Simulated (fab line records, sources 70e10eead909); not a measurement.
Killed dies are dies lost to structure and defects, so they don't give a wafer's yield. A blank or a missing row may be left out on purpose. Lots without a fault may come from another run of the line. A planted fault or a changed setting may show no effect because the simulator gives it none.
Chamber matching | flow nand_harc | NHARC_P_GATE_STRIP_101 on rie_diel-12: 4 sister chambers
The step strips in O2, time 20 s. 4 wafers are shown with their chamber, then 7 later ones without.

WAFERS WITH THEIR CHAMBER
wafer  | chamber | showerhead_plenum_p_Torr (Torr)
L083.5 | 0       | 3.36
L086.5 | 1       | 3.36
L089.1 | 3       | 3.62
L089.3 | 2       | 3.71

WAFERS WITHOUT THEIR CHAMBER
wafer  | showerhead_plenum_p_Torr (Torr)
L089.6 | 3.35
L091.3 | 3.36
L091.5 | 3.62
L091.6 | 3.71
L092.1 | 3.62
L092.3 | 3.71
L092.6 | 3.62

WHICH CHAMBER EACH WENT THROUGH
wafer  | from the rows above     | in truth
L089.6 | can't be placed: 0 or 1 | 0
L091.3 | can't be placed: 0 or 1 | 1
L091.5 | 3                       | 3
L091.6 | 2                       | 2
L092.1 | 3                       | 3
L092.3 | 2                       | 2
L092.6 | 3                       | 3
Placed correctly: 5 of 7. Can't be placed from these rows: 2 (the true chamber is among the candidates in 2). Placed wrongly: 0.
How it was worked out, from the rows above alone: a wafer's distance from a chamber is the root of the sum, over the readings, of the square of ((its reading less the chamber's mean) divided by the reading's scatter). The wafer belongs to the nearest chamber; if the next one is less than 2 further off, it can't be placed. A chamber's mean is the mean of its shown wafers. The scatter: with one shown wafer a chamber, the root of the mean of the squares of how far each hidden wafer lies from its nearest shown one.
